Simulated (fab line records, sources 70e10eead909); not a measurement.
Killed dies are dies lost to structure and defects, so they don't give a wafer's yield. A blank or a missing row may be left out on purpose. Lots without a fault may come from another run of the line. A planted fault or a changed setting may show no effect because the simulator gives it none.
Which tool did it? | flow nand_harc | 11 lots, 33 wafers sampled, at 4 steps of a route of 1302

WHAT THE GAUGES READ, wafer by wafer
NHARC_P_STI_OVL_MEAS_10.
lot  | measured     | on         | overlay_x_nm (nm) | overlay_y_nm (nm)
L699 | day 4 02:55  | overlay-01 | -4 -4 -3          | 6 5 6
L701 | day 4 21:43  | overlay-02 | -7 -6 -6          | -5 -5 -5
L704 | day 6 02:13  | overlay-01 | 9 9 9             | 1 1 0
L711 | day 9 00:37  | overlay-02 | 0 0 0             | 1 1 1
L712 | day 9 12:43  | overlay-01 | -3 -4 -3          | -3 -3 -3
L713 | day 9 21:30  | overlay-02 | -5 -5 -5          | 3 4 4
L714 | day 10 07:16 | overlay-02 | 9 9 9             | 2 2 2
L715 | day 10 17:21 | overlay-02 | 11 11 10          | -10 -10 -10
L716 | day 11 05:23 | overlay-01 | 0 -1 0            | -7 -7 -7
L717 | day 11 13:58 | overlay-02 | 0 0 1             | 4 4 4
L719 | day 12 10:31 | overlay-01 | 4 5 5             | -2 -1 -1

NHARC_P_GATE_CD_MEAS_26: target cd 120 nm.
lot  | measured     | on        | cd_nm (nm)
L699 | day 6 04:38  | cd_sem-03 | 120.1 120.4 120.1
L701 | day 7 03:46  | cd_sem-03 | 119.4 120.1 119.8
L704 | day 8 10:12  | cd_sem-02 | 115.7 114.9 114.8
L711 | day 11 02:28 | cd_sem-01 | 119.8 120.5 119.0
L712 | day 11 22:23 | cd_sem-02 | 120.4 120.1 119.8
L713 | day 12 02:11 | cd_sem-02 | 119.0 119.9 119.1
L714 | day 12 13:16 | cd_sem-03 | 120.2 120.0 120.4
L715 | day 12 19:55 | cd_sem-02 | 118.7 120.0 120.3
L716 | day 13 16:38 | cd_sem-03 | 118.9 118.9 120.2
L717 | day 13 18:59 | cd_sem-01 | 119.4 119.7 119.1
L719 | day 14 18:27 | cd_sem-01 | 119.9 119.7 120.7

WHICH TOOL RAN EACH LOT (tool, then ch and the chambers of the sampled wafers, then the start)
lot  | NHARC_P_STI_ETCH_15              | NHARC_P_GATE_EXPOSE_23
L699 | rie_si-05 ch 1,2,3, day 4 03:22  | arfi_scanner-01 ch 0, day 6 04:31
L701 | rie_si-01 ch 0,1, day 4 22:10    | arfi_scanner-03 ch 0, day 7 03:38
L704 | rie_si-06 ch 1,2,3, day 6 02:41  | arfi_scanner-01 ch 0, day 8 10:04
L711 | rie_si-06 ch 0,3, day 9 01:04    | arfi_scanner-03 ch 0, day 11 02:20
L712 | rie_si-06 ch 0,2, day 9 13:13    | arfi_scanner-01 ch 0, day 11 22:15
L713 | rie_si-06 ch 0,2,3, day 9 22:00  | arfi_scanner-03 ch 0, day 12 02:03
L714 | rie_si-05 ch 2,3, day 10 07:43   | arfi_scanner-01 ch 0, day 12 13:08
L715 | rie_si-06 ch 0,1,2, day 10 17:49 | arfi_scanner-03 ch 0, day 12 19:47
L716 | rie_si-01 ch 0,1,2, day 11 05:50 | arfi_scanner-02 ch 0, day 13 16:29
L717 | rie_si-05 ch 0,2,3, day 11 14:28 | arfi_scanner-03 ch 0, day 13 18:51
L719 | rie_si-06 ch 0,2, day 12 10:58   | arfi_scanner-02 ch 0, day 14 18:19
- NHARC_P_STI_ETCH_15: etches the open film in HBr/Cl2, target depth 300 nm, time 100.1 s.
- NHARC_P_GATE_EXPOSE_23: exposes mask P GATE, target cd 120 nm.

WHAT THE TOOLS THEMSELVES READ (means of the sampled wafers that have a number; where no wafer has one, the mark that the record gives instead)
NHARC_P_STI_ETCH_15.
lot  | tool      | drypump_motor_current_A (A) | hbr_flow_sccm (sccm) | oes_product_au (a.u.) | throttle_valve_pct (%)
L699 | rie_si-05 | 5.7                         | 149.7                | 0.998                 | 26.400
L701 | rie_si-01 | 6.1                         | 150.2                | 1.003                 | 26.408
L704 | rie_si-06 | 5.5                         | 150.1                | 0.991                 | 26.414
L711 | rie_si-06 | 5.4                         | 149.1                | 0.992                 | 26.406
L712 | rie_si-06 | 5.8                         | 149.6                | 0.983                 | 26.409
L713 | rie_si-06 | 5.3                         | 150.0                | 0.996                 | 26.408
L714 | rie_si-05 | 5.7                         | 150.4                | 0.997                 | 26.407
L715 | rie_si-06 | 5.9                         | 150.2                | 0.997                 | 26.399
L716 | rie_si-01 | 6.0                         | 150.0                | 0.998                 | 26.405
L717 | rie_si-05 | 5.6                         | 150.1                | 0.999                 | 26.401
L719 | rie_si-06 | 5.2                         | 149.8                | 0.986                 | 26.402

NHARC_P_GATE_EXPOSE_23.
lot  | tool            | exposure_dose_mJ_cm2
L699 | arfi_scanner-01 | 93.89
L701 | arfi_scanner-03 | 93.92
L704 | arfi_scanner-01 | 93.79
L711 | arfi_scanner-03 | 93.96
L712 | arfi_scanner-01 | 93.99
L713 | arfi_scanner-03 | 93.89
L714 | arfi_scanner-01 | 93.97
L715 | arfi_scanner-03 | 93.89
L716 | arfi_scanner-02 | 93.94
L717 | arfi_scanner-03 | 93.92
L719 | arfi_scanner-02 | 93.92

THE ANSWER, worked out from the rows above alone
Rule: what is usual is taken from the lots themselves. Put in order of their means at a reading, lots are off if they are a third of the lots or fewer, leave a main group of 4 or more, and stand apart from it by a gap of 3 or more times the standard deviation of the main group's means; of several such gaps the widest counts. A main group whose means are all the same, to the digits that the tables above print for the reading, isn't used. A lot without any number at a reading at which 4 lots or more have one is off too. The other lots that the step has rows for count as sound. The gauges are gone through in route order, then the tools' own readings, and for those a lot's mean is taken as printed above. The first step at which some lot is off is used, and at that step the reading that is off furthest; a lot without a number counts as furthest.
Off: L704, at NHARC_P_GATE_CD_MEAS_26 (cd_nm). The main group: mean 119.8 nm, standard deviation 0.33.
A tool fits if, at a process step before that reading, it ran every lot that is off, and no sound lot after the first of them. The gauges at NHARC_P_GATE_CD_MEAS_26 are tried like those tools. None of those tried fits.

WHAT THE SIMULATOR HAD PUT IN
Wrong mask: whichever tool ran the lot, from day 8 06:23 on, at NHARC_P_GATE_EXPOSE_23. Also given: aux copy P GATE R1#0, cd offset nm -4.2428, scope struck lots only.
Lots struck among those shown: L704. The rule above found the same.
